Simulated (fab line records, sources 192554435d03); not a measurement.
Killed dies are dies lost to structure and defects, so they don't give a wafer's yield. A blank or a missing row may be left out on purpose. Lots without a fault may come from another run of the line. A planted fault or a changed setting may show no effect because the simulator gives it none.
Chamber matching | flow n5_finfet | N5_MOL_CONTACT_COAG_ETCH_59 on rie_diel-04: 4 sister chambers
The step etches underlayer in N2/H2, target depth 13 nm, time 10.4 s. 24 wafers are shown with their chamber, then 12 later ones without.

WAFERS WITH THEIR CHAMBER
wafer  | chamber | drypump_motor_current_A (A) | showerhead_plenum_p_Torr (Torr) | throttle_valve_pct (%)
L075.1 | 1       | 4.8                         | 2.51                            | 17.90
L075.2 | 2       | 5.7                         | 2.62                            | 18.57
L075.4 | 3       | 5.4                         | 2.59                            | 17.90
L076.4 | 0       | 5.5                         | 2.60                            | 17.88
L076.5 | 0       | 5.5                         | 2.60                            | 17.90
L076.6 | 1       | 4.8                         | 2.50                            | 17.90
L079.4 | 1       | 4.8                         | 2.50                            | 17.94
L079.5 | 3       | 5.4                         | 2.58                            | 17.93
L079.6 | 0       | 5.5                         | 2.60                            | 17.88
L082.2 | 3       | 5.4                         | 2.58                            | 17.94
L082.3 | 2       | 5.7                         | 2.61                            | 18.17
L082.6 | 2       | 5.7                         | 2.61                            | 18.18
L084.1 | 2       | 5.7                         | 2.61                            | 18.18
L084.2 | 1       | 4.8                         | 2.50                            | 17.94
L084.4 | 3       | 5.4                         | 2.58                            | 17.93
L085.1 | 2       | 5.6                         | 2.61                            | 18.19
L085.2 | 1       | 4.8                         | 2.50                            | 17.94
L085.4 | 3       | 5.4                         | 2.58                            | 17.95
L086.1 | 3       | 5.4                         | 2.58                            | 17.95
L086.3 | 0       | 5.5                         | 2.59                            | 17.92
L086.4 | 1       | 4.7                         | 2.50                            | 17.93
L089.1 | 1       | 4.7                         | 2.49                            | 17.95
L089.4 | 0       | 5.5                         | 2.59                            | 17.93
L089.6 | 0       | 5.5                         | 2.59                            | 17.94

SIGNATURES (means of the wafers above)
reading                  | chamber 0 | chamber 1 | chamber 2 | chamber 3 | scatter within a chamber
drypump_motor_current_A  | 5.500     | 4.771     | 5.680     | 5.400     | 0.0334
showerhead_plenum_p_Torr | 2.5950    | 2.5000    | 2.6120    | 2.5817    | 0.00507
throttle_valve_pct       | 17.9083   | 17.9286   | 18.2580   | 17.9333   | 0.0804
Rule: a wafer's distance from a chamber is the root of the sum, over the readings, of the square of ((its reading less the chamber's mean) divided by the reading's scatter). The wafer belongs to the nearest chamber; if the next one is less than 2 further off, it can't be placed. The scatter: the root of (the sum of the squares of (reading less its chamber's mean) over the shown wafers, divided by (wafers less chambers)).

WAFERS WITHOUT THEIR CHAMBER
wafer  | drypump_motor_current_A (A) | showerhead_plenum_p_Torr (Torr) | throttle_valve_pct (%)
L093.1 | 5.6                         | 2.60                            | 18.22
L093.4 | 5.5                         | 2.59                            | 17.95
L093.6 | 4.8                         | 2.49                            | 17.98
L095.2 | 5.6                         | 2.60                            | 18.21
L095.3 | 5.5                         | 2.58                            | 17.97
L095.6 | 4.7                         | 2.49                            | 17.99
L096.1 | 5.7                         | 2.60                            | 18.22
L096.3 | 4.7                         | 2.49                            | 17.98
L096.5 | 4.7                         | 2.49                            | 17.96
L097.3 | 5.6                         | 2.60                            | 18.22
L097.4 | 5.5                         | 2.58                            | 17.96
L097.6 | 5.5                         | 2.58                            | 17.98

WHICH CHAMBER EACH WENT THROUGH
wafer  | from the rows above     | in truth
L093.1 | can't be placed: 2 or 0 | 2
L093.4 | 0                       | 0
L093.6 | 1                       | 1
L095.2 | can't be placed: 2 or 0 | 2
L095.3 | can't be placed: 3 or 0 | 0
L095.6 | 1                       | 1
L096.1 | 2                       | 2
L096.3 | 1                       | 1
L096.5 | 1                       | 1
L097.3 | can't be placed: 2 or 0 | 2
L097.4 | can't be placed: 0 or 3 | 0
L097.6 | can't be placed: 3 or 0 | 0
Placed correctly: 6 of 12. Can't be placed from these rows: 6 (the true chamber is among the candidates in 6). Placed wrongly: 0.
